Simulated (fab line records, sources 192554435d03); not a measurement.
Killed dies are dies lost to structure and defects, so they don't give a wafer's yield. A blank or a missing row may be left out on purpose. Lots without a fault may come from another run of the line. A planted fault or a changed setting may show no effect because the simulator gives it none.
Which tool did it? | flow n5_finfet | 11 lots, 33 wafers sampled, at 6 steps of a route of 1938

WHAT THE GAUGES READ, wafer by wafer
N5_BEOL_M15_INSPECT_55: inspects for defects (darkfield).
lot  | measured     | on                | raw_defect_count
L075 | day 11 09:17 | defect_inspect-02 | 80 74 65
L078 | day 12 04:49 | defect_inspect-01 | 55 29 44
L080 | day 12 20:32 | defect_inspect-02 | 76 50 89
L083 | day 13 09:41 | defect_inspect-02 | 115 67 100
L084 | day 13 22:03 | defect_inspect-02 | 204 75 104
L085 | day 14 11:28 | defect_inspect-02 | 61 69 86
L088 | day 14 17:31 | defect_inspect-02 | 64 107 70
L090 | day 15 13:52 | defect_inspect-02 | 83 51 67
L093 | day 16 03:50 | defect_inspect-02 | 101 69 57
L095 | day 16 14:02 | defect_inspect-01 | 53 86 81
L097 | day 17 11:55 | defect_inspect-01 | 55 37 72

WHICH TOOL RAN EACH LOT (tool, then ch and the chambers of the sampled wafers, then the start)
lot  | N5_BEOL_M14_STRIP_37               | N5_BEOL_M14_SPUTTER_44       | N5_BEOL_M15_ILD_DEP_00          | N5_BEOL_M15_ETCH_57                | N5_BEOL_M15_ETCH_61
L075 | rie_diel-04 ch 1,2, day 11 02:45   | pvd_sputter-02, day 11 03:17 | pecvd-02 ch 0,1, day 11 04:59   | rie_diel-06 ch 1,2,3, day 11 06:14 | rie_diel-05 ch 0,1,3, day 11 07:07
L078 | rie_diel-02 ch 0,1,2, day 11 20:24 | pvd_sputter-01, day 11 21:49 | pecvd-02 ch 0,1, day 11 23:25   | rie_diel-06 ch 0,3, day 12 00:53   | rie_diel-03 ch 0,2, day 12 01:57
L080 | rie_diel-01 ch 0,3, day 12 11:51   | pvd_sputter-03, day 12 12:31 | pecvd-03 ch 1,2, day 12 14:31   | rie_diel-03 ch 0,2,3, day 12 15:46 | rie_diel-03 ch 1,2, day 12 16:47
L083 | rie_diel-02 ch 0,3, day 13 02:36   | pvd_sputter-03, day 13 03:15 | pecvd-04 ch 0,1,2, day 13 04:25 | rie_diel-05 ch 0,1,3, day 13 06:05 | rie_diel-06 ch 0,3, day 13 07:14
L084 | rie_diel-01 ch 1,3, day 13 12:25   | pvd_sputter-01, day 13 14:50 | pecvd-02 ch 0,2, day 13 16:00   | rie_diel-05 ch 1,2,3, day 13 17:16 | rie_diel-05 ch 0,1,2, day 13 18:10
L085 | rie_diel-04 ch 0,2,3, day 14 04:35 | pvd_sputter-02, day 14 05:19 | pecvd-03 ch 0,2, day 14 06:45   | rie_diel-03 ch 2,3, day 14 08:01   | rie_diel-06 ch 0,1, day 14 09:01
L088 | rie_diel-01 ch 1,2,3, day 14 07:49 | pvd_sputter-02, day 14 08:14 | pecvd-02 ch 0,1,2, day 14 09:25 | rie_diel-05 ch 2,3, day 14 10:39   | rie_diel-03 ch 0,2,3, day 14 11:40
L090 | rie_diel-01 ch 0,1, day 15 06:11   | pvd_sputter-03, day 15 06:49 | pecvd-02 ch 0,1,2, day 15 08:06 | rie_diel-05 ch 0,3, day 15 09:37   | rie_diel-03 ch 1,2,3, day 15 10:40
L093 | rie_diel-04 ch 1,2,3, day 15 20:29 | pvd_sputter-01, day 15 21:19 | pecvd-03 ch 0,2, day 15 22:29   | rie_diel-06 ch 1,2,3, day 16 00:10 | rie_diel-05 ch 0,2,3, day 16 01:12
L095 | rie_diel-01 ch 1,3, day 16 05:26   | pvd_sputter-02, day 16 06:21 | pecvd-02 ch 0,2, day 16 07:31   | rie_diel-06 ch 2,3, day 16 08:46   | rie_diel-03 ch 0,2,3, day 16 09:47
L097 | rie_diel-02 ch 0,1,2, day 17 00:07 | pvd_sputter-02, day 17 00:54 | pecvd-04 ch 0,1,2, day 17 02:05 | rie_diel-03 ch 1,3, day 17 03:50   | rie_diel-03 ch 0,1,2, day 17 04:46
- N5_BEOL_M14_STRIP_37: strips in O2.
- N5_BEOL_M14_SPUTTER_44: material Ta, target thk 15 nm, time 24.19 s.
- N5_BEOL_M15_ILD_DEP_00: deposits SiO2 from TEOS/O2, target thk 1629.3 nm, time 346.1 s.
- N5_BEOL_M15_ETCH_57: etches SOC in N2/H2, time 750 s.
- N5_BEOL_M15_ETCH_61: etches BARC in N2/H2, target depth 89 nm, overetch 26.7 nm, time 67.9 s.

THE ANSWER, worked out from the rows above alone
Rule: what is usual is taken from the lots themselves. Put in order of their means at a reading, lots are off if they are a third of the lots or fewer, leave a main group of 4 or more, and stand apart from it by a gap of 3 or more times the standard deviation of the main group's means; of several such gaps the widest counts. A main group whose means are all the same, to the digits that the tables above print for the reading, isn't used. A lot without any number at a reading at which 4 lots or more have one is off too. The other lots that the step has rows for count as sound.
No lot is off at any reading shown: from this, nothing can be told.

WHAT THE SIMULATOR HAD PUT IN
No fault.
